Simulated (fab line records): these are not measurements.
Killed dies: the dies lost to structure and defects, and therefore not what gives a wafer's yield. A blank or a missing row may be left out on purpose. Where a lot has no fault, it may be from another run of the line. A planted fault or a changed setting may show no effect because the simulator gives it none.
Problem report, 8D (eight disciplines) form, completed by code / flow n5Finfet / the parts of the form that need people (team, actions taken, sign-off) are left out

== 1. PROBLEM STATEMENT ==
Mean of exposureDoseMJCm2 at N5_BEOL_M3_EXPOSE_25: 63.70 across 6 wafers in 2 lots; on wafers with no fault it is 62.90 (standard deviation 0.072). That is +11 standard deviations from the usual mean.
The step: exposes mask V2, defocus 5 nm.
First seen on wafer L922.1, day 11 00:17, on euvScanner-01. Wafers with a number at this step in the record: 27, from 9 lots. Rule for "out" (also "out of limits"): further than 4 standard deviations from the usual mean. The rest of the wafers with a number are treated as sound.

== 2. WHAT IT IS AND WHAT IT IS NOT ==
question=which readings at this step | is=exposureDoseMJCm2 | is not=-
question=which lots | is=L922, L923 | is not=L908, L910, L911, L916, L924, L927, L931
question=which wafers of those lots | is=all that have a number | is not=-
question=read on which tools | is=euvScanner-01 | is not=euvScanner-02
question=when | is=from day 11 00:17 | is not=up to then (12 sound wafers); but 9 sound wafers of L924, L927, L931 came after

== 3. THE SUSPECTS, EACH WITH WHAT RULES IT OUT ==
Counting: any tool at a process step up to the reading is kept as a suspect provided that every lot that is out went through it and no sound lot did after the first of them.
- rieDiel-06 at N5_BEOL_M3_ETCH_64 (etches SOC in N2/H2, target depth 75 nm, overetch 15 nm, time 112.5 s): ruled out as a lasting fault. Sound lots L927 ran on it after its first lot that is out, L922 (day 10 23:38).
- euvScanner-01 at N5_BEOL_M3_EXPOSE_25 (exposes mask V2, defocus 5 nm): kept. All lots that are out passed through it, beginning with L922 at day 11 00:17, and no sound lot followed; its final sound lot before that point was L911 at day 8 07:02. On those wafers its own readings are out: exposureDoseMJCm2.
The count leaves euvScanner-01 at N5_BEOL_M3_EXPOSE_25.

== 4. THE CAUSE (what the simulator had put in) ==
Process parameters drifting: euvScanner-01 at N5_BEOL_M3_EXPOSE_25, beginning at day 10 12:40. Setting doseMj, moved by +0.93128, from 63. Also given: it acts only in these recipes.
After counting, this tool was the only one left.

== 5. THE CHAIN OF EFFECTS, in route order ==
Each row: a reading where the mean over the struck wafers with a number is more than 3 standard deviations away from the usual. Only readings for which the record gives a usual standard deviation are gone through. hours: the time from each lot's start at the first step in this table that gives one to its start at this step, as a median over the lots. sigmas: the change in usual standard deviations.
hours=0; step=N5_BEOL_M3_EXPOSE_25; reading=exposureDoseMJCm2; usual=62.90; on struck wafers=63.70; change=+0.80; sigmas=+11
Process steps it contains:
- N5_BEOL_M3_EXPOSE_25: exposes mask V2, defocus 5 nm.
Later steps that measure or inspect, where all struck wafers having a row at the step show a number for every such reading and not one has moved that far: N5_BEOL_M3_CD_MEAS_28, N5_BEOL_M4_RC_MEAS_101.

== 6. WHAT WOULD HAVE CAUGHT IT SOONER ==
In this record no reading fell out of limits until day 11 00:17, 12 hours after the fault had begun at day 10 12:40.
